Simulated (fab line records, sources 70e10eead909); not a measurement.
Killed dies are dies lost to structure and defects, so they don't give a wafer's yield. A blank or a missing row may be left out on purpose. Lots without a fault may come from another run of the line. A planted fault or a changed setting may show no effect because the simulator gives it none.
A struck lot beside a sound one | flow nand_harc | 14 steps out of a route of 1159
Sound: wafers L727.1, L727.5, L727.6. Struck: wafers L737.1, L737.4, L737.5. The cause comes at the end.
At each step with rows: each side's tool, then ch and its chambers, then its first start. Under that, the readings that differ: sound wafers | struck wafers | difference of the means | sigmas: that difference in standard deviations of wafers without a fault.
alike: readings whose means differ by less than 2 such deviations, and words and numbers that are the same on both sides. not compared: withheld readings, readings that some wafer has no value for, bounds like >300 that may hide the same value, and numbers for which the record gives no deviation and whose values overlap.
The two part at a step that has a row with sigmas, a row that says differs or no value, or rows on one side only. Numbers that don't overlap but have no deviation are shown without sigmas and don't part them. A reading that every wafer of one side lacks parts them only if that side has two wafers or more.

first, 6 steps without rows for these wafers: NHARC_A_STAIRCASE_SOFTBAKE_212 (time 170 s); NHARC_A_STAIRCASE_EBR_213; NHARC_A_STAIRCASE_EXPOSE_214 (exposes mask STAIR 3); NHARC_A_STAIRCASE_PEB_215 (peb time 130 s); NHARC_A_STAIRCASE_DEVELOP_216 (time 140 s); NHARC_A_STAIRCASE_HARDBAKE_218 (time 140 s).
NHARC_A_STAIRCASE_DESCUM_219: chemistry O2, time 3 s.
  sound on rie_diel-13 ch 0,1, day 11 18:07; struck on rie_diel-13 ch 1,2, day 14 12:55
  alike: drypump_motor_current_A, oes_product_au, rf_vpp_V, showerhead_plenum_p_Torr, throttle_valve_pct
  not compared: rf_hours_counter_h
then, 1 step without rows for these wafers: NHARC_A_STAIRCASE_TRIM_220 (chemistry O2, time 211.2 s).
NHARC_A_STAIRCASE_ETCH_221: etches the open film in C4F8/O2, target depth 100 nm, time 40.5 s.
  sound on rie_diel-13 ch 0,1; struck on rie_diel-13 ch 1,3
  alike: oes_product_au, rf_vpp_V
  not compared: rf_hours_counter_h
NHARC_A_STAIRCASE_TRIM_222: chemistry O2, time 211.2 s.
  sound on rie_diel-13 ch 0,2,3; struck on rie_diel-13 ch 1,2,3
  alike: drypump_motor_current_A, oes_product_au, rf_vpp_V, showerhead_plenum_p_Torr, throttle_valve_pct
  not compared: rf_hours_counter_h
NHARC_A_STAIRCASE_ETCH_223: etches the open film in C4F8/O2, target depth 100 nm, time 40.5 s.
  sound on rie_diel-13 ch 2,3; struck on rie_diel-13 ch 0,3
  alike: oes_product_au, rf_vpp_V
  not compared: rf_hours_counter_h
NHARC_A_STAIRCASE_TRIM_224: chemistry O2, time 211.2 s.
  sound on rie_diel-13 ch 1,2, day 11 19:58; struck on rie_diel-13 ch 2,3, day 14 13:31
  reading               | sound             | struck            | difference | sigmas
  oes_product_au (a.u.) | 0.997 1.000 1.010 | 0.810 0.813 0.814 | -0.190     | -14
  alike: drypump_motor_current_A, rf_vpp_V, showerhead_plenum_p_Torr, throttle_valve_pct
  not compared: rf_hours_counter_h
NHARC_A_STAIRCASE_ETCH_225: etches the open film in C4F8/O2, target depth 100 nm, time 40.5 s.
  sound on rie_diel-13 ch 1,2; struck on rie_diel-13 ch 0,3
  reading               | sound             | struck            | difference | sigmas
  oes_product_au (a.u.) | 0.920 0.929 0.925 | 0.981 0.951 0.951 | +0.036     | +2
  alike: rf_vpp_V
  not compared: rf_hours_counter_h
-- the record jumps here: 8 days lie between the struck wafers' starts before and after (it left off in module A_STAIRCASE and takes up again in module END, whose first step shown is number 1159 of the route) --
NHARC_END_SORT_01:
  the record has rows for the struck wafers here (prober-02 ch 0, day 22 03:38) and none for the sound ones

WHERE THEY PART
First at NHARC_A_STAIRCASE_TRIM_224; last, within this record, at NHARC_END_SORT_01.

WHY: what the simulator had put in
Process parameter drift: rie_diel-13, from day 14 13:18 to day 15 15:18, at NHARC_A_STAIRCASE_TRIM_224. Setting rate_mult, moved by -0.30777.
